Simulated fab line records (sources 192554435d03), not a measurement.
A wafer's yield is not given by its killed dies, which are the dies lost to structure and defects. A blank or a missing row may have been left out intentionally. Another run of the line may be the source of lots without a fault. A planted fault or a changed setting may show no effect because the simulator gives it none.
The tool behind it: which one? | flow n5 finfet | 27 wafers from 10 lots sampled at 5 of the route's 1938 steps

== WHAT EACH GAUGE READ, for each wafer ==
N5_ILD0_THK_MEAS_08. Usual: thk nm 139.3 nm, standard deviation 1.
lot  | measured    | on            | thk nm (nm)       | flag
L792 | day 3 20:19 | film metro-02 | 140.3 139.6 140.4 |
L798 | day 5 12:39 | film metro-01 | 138.2 138.4       |
L800 | day 6 00:56 | film metro-02 | 138.6 137.9       |
L801 | day 6 04:04 | film metro-01 | 141.0 139.4       |
L803 | day 6 18:23 | film metro-02 | 139.6 138.9 138.8 |
L806 | day 7 07:59 | film metro-02 | 138.4 137.1 137.7 |
L810 | day 8 06:08 | film metro-02 | 140.3 139.8 141.1 |
L811 | day 8 13:53 | film metro-01 | 138.9 138.8 139.8 |
L813 | day 8 23:29 | film metro-01 | 139.3 139.2 138.6 |
L814 | day 9 06:45 | film metro-01 | 141.2 139.5 140.1 |

N5_SDB_INSPECT_13: inspects for defects (brightfield). Usual: raw defect count 70, standard deviation 28.
lot  | measured    | on                | raw defect count | flag
L792 | day 4 01:11 | defect inspect-02 | 68 57 73         |
L798 | day 5 16:26 | defect inspect-02 | 85 79            |
L800 | day 6 04:43 | defect inspect-02 | 222 71           |
L801 | day 6 07:50 | defect inspect-02 | 79 80            |
L803 | day 6 22:11 | defect inspect-02 | 58 62 69         |
L806 | day 7 11:47 | defect inspect-01 | 46 48 86         |
L810 | day 8 09:55 | defect inspect-02 | 69 107 58        |
L811 | day 8 17:32 | defect inspect-02 | 64 82 76         |
L813 | day 9 03:16 | defect inspect-01 | 52 96 85         |
L814 | day 9 10:32 | defect inspect-01 | 27 53 38         |

N5_BEOL_M4_RC_MEAS_101. Usual: DIBL_N 35.9 mV/V, standard deviation 1.3; DIBL_P 35.9 mV/V, standard deviation 1.5; IOFF_N 0.152 nA/um, standard deviation 0.023; IOFF_P 0.204 nA/um, standard deviation 0.027; ION_N 673 uA/um, standard deviation 9.2; ION_P 462 uA/um, standard deviation 6.7; SS_N 71.4 mV/dec, standard deviation 0.48; SS_P 73.2 mV/dec, standard deviation 0.55; VT_N 250.3 mV, standard deviation 2.6; VT_P -250.6 mV, standard deviation 3.
lot  | measured     | on        | DIBL_N (mV/V)  | DIBL_P (mV/V)  | IOFF_N (nA/um)    | IOFF_P (nA/um)    | ION_N (uA/um) | ION_P (uA/um) | SS_N (mV/dec)  | SS_P (mV/dec)  | VT_N (mV)         | VT_P (mV)            | flag
L792 | day 8 18:44  | prober-01 | 35.9 35.3 34.9 | 36.2 35.8 36.1 | 0.177 0.163 0.159 | 0.208 0.198 0.204 | 682 679 676   | 458 459 464   | 71.3 71.8 70.8 | 73.9 73.7 73.1 | 246.9 248.9 248.7 | -250.4 -251.5 -252.7 |
L798 | day 11 00:23 | prober-02 | 34.8 34.8      | 33.9 34.9      | 0.126 0.130       | 0.161 0.178       | 670 668       | 454 462       | 71.0 71.0      | 73.6 72.1      | 253.6 253.5       | -254.7 -252.7        |
L800 | day 12 03:23 | prober-02 | 35.0 35.9      | 35.2 36.2      | 0.127 0.143       | 0.198 0.209       | 665 681       | 460 461       | 70.7 71.7      | 72.8 73.8      | 251.2 248.9       | -248.8 -248.1        |
L801 | day 11 08:07 | prober-02 | 37.6 36.9      | 37.3 36.6      | 0.206 0.182       | 0.217 0.209       | 678 682       | 458 458       | 71.8 71.3      | 73.2 72.6      | 244.2 246.1       | -253.5 -251.4        |
L803 | day 11 09:10 | prober-01 | 34.3 35.1 34.8 | 33.5 33.7 34.6 | 0.154 0.163 0.161 | 0.211 0.210 0.225 | 683 681 679   | 472 463 470   | 71.5 71.7 71.2 | 72.7 73.3 74.5 | 248.0 248.1 249.0 | -249.9 -249.2 -248.3 |
L806 | day 12 14:05 | prober-02 | 37.4 39.0 36.4 | 34.7 36.7 33.5 | 0.139 0.163 0.121 | 0.161 0.193 0.149 | 679 689 669   | 457 463 452   | 71.0 71.4 71.3 | 72.6 73.7 72.6 | 251.0 248.7 252.4 | -255.2 -253.3 -252.7 |
L810 | day 13 17:34 | prober-01 | 36.5 35.8 36.4 | 36.4 35.8 36.3 | 0.174 0.162 0.172 | 0.228 0.218 0.228 | 688 681 677   | 471 469 468   | 71.9 72.0 71.1 | 72.9 72.9 72.5 | 246.3 248.6 245.5 | -248.1 -249.2 -247.2 |
L811 | day 13 17:28 | prober-02 | 36.1 36.2 35.4 | 36.0 36.6 35.8 | 0.162 0.164 0.149 | 0.183 0.187 0.176 | 675 668 669   | 454 455 452   | 71.9 72.0 71.4 | 73.0 73.8 73.1 | 250.0 248.5 250.2 | -253.1 -255.2 -256.0 |
L813 | day 14 19:56 | prober-01 | 41.0 37.6 38.4 | 40.4 35.8 36.5 | 0.248 0.157 0.177 | 0.306 0.216 0.238 | 686 667 669   | 469 459 455   | 72.2 72.2 71.4 | 74.8 73.7 74.4 | 245.1 251.9 249.1 | -245.4 -252.3 -249.1 |
L814 | day 14 22:47 | prober-02 | 35.3 35.2 35.9 | 34.3 34.4 35.3 | 0.134 0.130 0.146 | 0.219 0.216 0.240 | 657 667 678   | 466 471 477   | 71.6 71.4 71.1 | 73.2 72.1 73.7 | 252.8 249.9 251.0 | -247.0 -247.9 -244.7 |

== WHAT TOOL EACH LOT RAN ON (gives the tool, then ch and the chambers of the sampled wafers, and finally the start) ==
lot  | N5_SD_ACTIVATION_LSA_01           | N5_SDB_ETCH_17
L792 | laser anneal-02 ch 0, day 3 16:44 | rie diel-02 ch 0,2,3, day 4 01:16
L798 | laser anneal-02 ch 0, day 5 09:10 | rie diel-02 ch 0, day 5 16:34
L800 | laser anneal-02 ch 0, day 5 20:52 | rie diel-02 ch 1, day 6 04:47
L801 | laser anneal-01 ch 0, day 6 00:31 | rie diel-02 ch 2,3, day 6 07:55
L803 | laser anneal-01 ch 0, day 6 14:50 | rie diel-05 ch 2,3, day 6 22:16
L806 | laser anneal-02 ch 0, day 7 04:25 | rie diel-04 ch 1,2, day 7 11:52
L810 | laser anneal-02 ch 0, day 8 01:55 | rie diel-04 ch 1,2,3, day 8 10:06
L811 | laser anneal-01 ch 0, day 8 10:14 | rie diel-04 ch 1,2,3, day 8 17:37
L813 | laser anneal-01 ch 0, day 8 19:39 | rie diel-04 ch 0,2,3, day 9 03:20
L814 | laser anneal-02 ch 0, day 9 02:49 | rie diel-02 ch 0,1, day 9 10:36
- N5_SD_ACTIVATION_LSA_01: time 0.0008 s.
- N5_SDB_ETCH_17: etches SiARC in CF4, target depth 23.4 nm, time 39 s.

== WHAT THE TOOLS THEMSELVES READ (means of the sampled wafers that have a number; where no wafer has one, the mark that the record gives instead) ==
N5_SD_ACTIVATION_LSA_01. Usual: wafer_temp_C_max 1084.7, standard deviation 1.4.
lot  | tool            | wafer_temp_C_max | flag
L792 | laser anneal-02 | 1085.6           |
L798 | laser anneal-02 | 1085.2           |
L800 | laser anneal-02 | 1085.3           |
L801 | laser anneal-01 | 1084.4           |
L803 | laser anneal-01 | 1084.0           |
L806 | laser anneal-02 | 1085.8           |
L810 | laser anneal-02 | 1086.4           |
L811 | laser anneal-01 | 1082.9           |
L813 | laser anneal-01 | 1083.3           |
L814 | laser anneal-02 | 1085.3           |

N5_SDB_ETCH_17. Usual: drypump motor current A 5.8 A, standard deviation 0.38; etch rf on time s 38.8 s, standard deviation 0.52; oes product au 0.68 a.u., standard deviation 0.069; rf vpp V 184.4 V, standard deviation 1.5; showerhead plenum p Torr 2.18 Torr, standard deviation 0.093; throttle valve pct 15.54 %, standard deviation 0.19.
lot  | tool        | drypump motor current A (A) | etch rf on time s (s) | oes product au (a.u.) | rf vpp V (V) | showerhead plenum p Torr (Torr) | throttle valve pct (%) | flag
L792 | rie diel-02 | 5.9                         | 38.3                  | 0.69                  | 184.0        | 2.20                            | 15.44                  |
L798 | rie diel-02 | 5.3                         | 32.8                  | 0.85                  | 185.4        | 2.27                            | 15.22                  | OFF
L800 | rie diel-02 | 5.5                         | 28.8                  | 0.85                  | 186.4        | 2.27                            | 15.54                  | OFF
L801 | rie diel-02 | 6.2                         | 34.0                  | 0.67                  | 184.2        | 2.16                            | 15.60                  | OFF
L803 | rie diel-05 | 6.0                         | 38.7                  | 0.75                  | 185.5        | 2.25                            | 15.55                  |
L806 | rie diel-04 | 6.1                         | 38.6                  | 0.71                  | 183.1        | 2.08                            | 15.65                  |
L810 | rie diel-04 | 6.1                         | 38.6                  | 0.66                  | 183.2        | 2.08                            | 15.60                  |
L811 | rie diel-04 | 6.1                         | 38.2                  | 0.67                  | 184.0        | 2.08                            | 15.62                  |
L813 | rie diel-04 | 6.1                         | 38.3                  | 0.70                  | 184.0        | 2.16                            | 15.55                  |
L814 | rie diel-02 | 5.4                         | 38.4                  | 0.71                  | 185.0        | 2.26                            | 15.38                  |

== THE ANSWER, worked out from the rows above alone ==
Rule: lot off if the mean of its wafers having a number is beyond 3 standard deviations from the usual mean. Also off: a lot with no number at a reading for which 4 or more lots have one. All remaining lots with rows at the step are treated as sound. First the gauges in route order, then the tools' own readings, where a lot's mean is used as printed above. At the first step where some lot is off, the reading lying furthest off is the one used; lots without a number count as furthest.
Off: L798, L800, L801 (N5_SDB_ETCH_17, etch rf on time s).
A tool fits if, at that step or a process step before it, it ran every lot that is off, and no sound lot after the first of them. Not one of the candidates tried fits.

== WHAT WAS PUT IN BY THE SIMULATOR ==
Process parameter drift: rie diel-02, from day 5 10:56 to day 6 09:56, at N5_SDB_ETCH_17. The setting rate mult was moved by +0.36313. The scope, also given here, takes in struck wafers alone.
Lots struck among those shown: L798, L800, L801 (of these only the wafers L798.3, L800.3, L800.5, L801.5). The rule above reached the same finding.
